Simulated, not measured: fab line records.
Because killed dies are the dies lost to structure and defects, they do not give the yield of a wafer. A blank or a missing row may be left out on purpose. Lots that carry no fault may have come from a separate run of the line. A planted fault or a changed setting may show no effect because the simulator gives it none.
A struck lot beside a sound one -- flow n5-finfet -- 15 steps out of a route of 1938
Sound: wafers L679.1, L679.3, L679.5. Struck: wafers L683.3, L683.5. (L683.6 of the same lot was not struck and is left out.) The cause comes at the end.
Order at every step that has rows: each side's tool, ch and its chambers, its first start. Under that, the readings that differ: sound wafers -- struck wafers -- difference of the means -- sigmas: that difference in standard deviations of wafers without a fault.
alike: same words and numbers on both sides, and readings whose means sit less than 2 such deviations apart. not compared: any withheld reading, any reading some wafer has no value for, any bound like >300 that may hide the same value, and any number with overlapping values for which the record gives no deviation.
A row with sigmas, a row that says differs or no value, or rows on one side alone: a step with any of these is where the two part. Non-overlapping numbers with no deviation appear without sigmas and do not part them. Lack of a reading on every wafer of one side parts them only where that side has two or more wafers.

first, 2 steps without rows for these wafers: N5_BEOL_M12_DEVELOP_27 (develop time 45 s); N5_BEOL_M12_HARDBAKE_32 (time 120 s).
N5_BEOL_M12_CD_MEAS_28: the cd target is 160.2 nm.
  sound on cd-sem-02 ch 0, day 12 07:28; struck on cd-sem-03 ch 0, day 13 11:47
  alike: cd-nm
N5_BEOL_M12_OVL_MEAS_29:
  sound on overlay-01 ch 0, day 12 07:29; struck on overlay-01 ch 0, day 13 11:48
reading,sound,struck,difference,sigmas
M12_OVL (nm),-9 0 -1,6 14,+13,+2
N5_BEOL_M12_INSPECT_30: inspects for defects (macro).
  struck on defect-inspect-02, day 13 11:50; sound on defect-inspect-01, day 12 07:31
  alike: raw-defect-count
N5_BEOL_M12_DESCUM_33: chemistry O2, time 7.9 s.
  sound on rie-diel-05 ch 0,2,3, day 12 07:33; struck on rie-diel-05 ch 2,3, day 13 11:52
  alike: drypump-motor-current-A, oes-product-au, rf-vpp-V, showerhead-plenum-p-Torr, throttle-valve-pct
  not compared: rf-hours-counter-h
N5_BEOL_M12_ETCH_67: etches SiARC in CF4, target depth 143 nm, time 238.3 s.
  sound on rie-diel-05 ch 0,2,3, day 12 07:35; struck on rie-diel-05 ch 2,3, day 13 11:54
  alike: drypump-motor-current-A, etch-rf-on-time-s, mfc-ar-sccm, oes-product-au, rf-vpp-V, showerhead-plenum-p-Torr, throttle-valve-pct
  not compared: rf-hours-counter-h
N5_BEOL_M12_ETCH_68: etches SOC in N2/H2, time 285 s.
  sound on rie-diel-05 ch 0,2,3, day 12 07:44; struck on rie-diel-05 ch 2,3, day 13 12:02
  alike: drypump-motor-current-A, oes-product-au, rf-vpp-V, showerhead-plenum-p-Torr, throttle-valve-pct
  not compared: rf-hours-counter-h
then, 1 step without rows for these wafers: N5_BEOL_M12_STRIP_69 (strips in N2/H2).
N5_BEOL_M12_TRENCH_ETCH_34: etches SiOC in C4F8/O2/Ar, target depth 318.95 nm, time 125.5 s.
  sound on rie-diel-05 ch 0,2,3, day 12 07:55; struck on rie-diel-05 ch 2,3, day 13 12:13
  alike: drypump-motor-current-A, mfc-ar-sccm, oes-product-au, rf-vpp-V, showerhead-plenum-p-Torr, throttle-valve-pct
  not compared: rf-hours-counter-h
then, 1 step without rows for these wafers: N5_BEOL_M12_STRIP_70 (strips in C4F8/O2/Ar).
N5_BEOL_M12_OCD_MEAS_35:
  struck on ocd-02, day 13 12:23; sound on ocd-02, day 12 08:04
  alike: trench-depth-nm
N5_BEOL_M12_STRIP_37: strips in N2/H2.
  sound on plasma-asher-01 ch 0,1, day 12 08:06; struck on plasma-asher-02 ch 0, day 13 12:26
reading,sound,struck,difference,sigmas
drypump-motor-current-A (A),4.7 5.6 4.7,6.1 6.1,+1.1,+2
h2-flow-sccm (sccm),3237 3267 3240,3567 3574,+322,+38
  alike: heater-power-w, oes-product-au
  not compared: rf-hours-counter-h
N5_BEOL_M12_ETCH_38: etches SiCN in CF4/N2, target depth 68.7 nm, time 73.4 s.
  sound on rie-diel-05 ch 2,3, day 12 09:59; struck on rie-diel-02 ch 1,3, day 13 14:29
  alike: drypump-motor-current-A, mfc-ar-sccm, oes-product-au, rf-vpp-V, showerhead-plenum-p-Torr, throttle-valve-pct
  not compared: rf-hours-counter-h
N5_PASSIVATION_PROBE_49:
  struck on prober-02, day 15 02:17; sound on prober-01, day 13 20:27
  alike: defect-limited-yield, killed_at_M0_to_M3, killed_at_M4_up, killed-at-contacts, killed-at-front-end, killed-at-other, killed-dies, killed-on-rim, killed-open, killed-short, sort_bin_5_function, sort_bin_6_memory, sort-n-pass, sort-yield-pct

WHERE THEY PART
Last at N5_BEOL_M12_STRIP_37 as far as this record goes, first at N5_BEOL_M12_OVL_MEAS_29. Later steps at which nothing parts them and some readings are alike: N5_BEOL_M12_ETCH_38, N5_PASSIVATION_PROBE_49.

WHY: whatever the simulator had introduced
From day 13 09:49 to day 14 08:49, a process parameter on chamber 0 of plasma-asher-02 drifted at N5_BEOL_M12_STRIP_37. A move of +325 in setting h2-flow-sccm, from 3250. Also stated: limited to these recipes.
